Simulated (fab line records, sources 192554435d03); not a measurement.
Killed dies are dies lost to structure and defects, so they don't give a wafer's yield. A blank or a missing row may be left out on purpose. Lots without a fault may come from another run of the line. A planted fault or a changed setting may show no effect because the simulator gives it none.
Chamber matching | flow n5_finfet | N5_SD_EPI_N_ETCH_16 on rie_diel-03: 4 sister chambers
The step etches SiO2 in CHF3/O2, target depth 5 nm. 14 wafers are shown with their chamber, then 7 later ones without.

WAFERS WITH THEIR CHAMBER
wafer  | chamber | drypump_motor_current_A (A) | throttle_valve_pct (%) | showerhead_plenum_p_Torr (Torr)
L075.3 | 1       | 5.8                         | 18.61                  | 2.39
L075.4 | 3       | 4.9                         | 19.09                  | 2.29
L075.6 | 0       | 5.0                         | 18.75                  | 2.46
L076.1 | 0       | 5.0                         | 18.76                  | 2.46
L076.5 | 1       | 5.8                         | 18.60                  | 2.39
L076.6 | 2       | 5.2                         | 19.14                  | 2.32
L079.1 | 3       | 4.9                         | 19.09                  | 2.29
L079.2 | 0       | 5.0                         | 18.77                  | 2.46
L079.3 | 1       | 5.8                         | 18.62                  | 2.39
L082.1 | 0       | 5.0                         | 18.77                  | 2.45
L082.2 | 3       | 4.9                         | 19.11                  | 2.28
L082.5 | 0       | 5.0                         | 18.78                  | 2.45
L084.2 | 1       | 5.8                         | 18.62                  | 2.38
L084.4 | 3       | 4.8                         | 19.09                  | 2.28

SIGNATURES (means of the wafers above)
reading                  | chamber 0 | chamber 1 | chamber 2 | chamber 3 | scatter within a chamber
drypump_motor_current_A  | 5.000     | 5.800     | 5.200     | 4.875     | 0.0274
throttle_valve_pct       | 18.7660   | 18.6125   | 19.1400   | 19.0950   | 0.0105
showerhead_plenum_p_Torr | 2.4560    | 2.3875    | 2.3200    | 2.2850    | 0.00543
Rule: a wafer's distance from a chamber is the root of the sum, over the readings, of the square of ((its reading less the chamber's mean) divided by the reading's scatter). The wafer belongs to the nearest chamber; if the next one is less than 2 further off, it can't be placed. The scatter: the root of (the sum of the squares of (reading less its chamber's mean) over the shown wafers, divided by (wafers less chambers)).

WAFERS WITHOUT THEIR CHAMBER
wafer  | drypump_motor_current_A (A) | throttle_valve_pct (%) | showerhead_plenum_p_Torr (Torr)
L084.6 | 4.9                         | 19.10                  | 2.28
L095.1 | 4.9                         | 18.69                  | 2.57
L095.5 | 4.9                         | 18.69                  | 2.57
L095.6 | 5.0                         | 18.82                  | 2.44
L097.1 | 5.0                         | 18.84                  | 2.44
L097.3 | 5.2                         | 19.21                  | 2.31
L097.5 | 5.0                         | 18.83                  | 2.44

WHICH CHAMBER EACH WENT THROUGH
wafer  | from the rows above | in truth
L084.6 | 3                   | 3
L095.1 | 0                   | 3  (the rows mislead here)
L095.5 | 0                   | 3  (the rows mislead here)
L095.6 | 0                   | 0
L097.1 | 0                   | 0
L097.3 | 2                   | 2
L097.5 | 0                   | 0
Placed correctly: 5 of 7. Can't be placed from these rows: 0. Placed wrongly: 2.
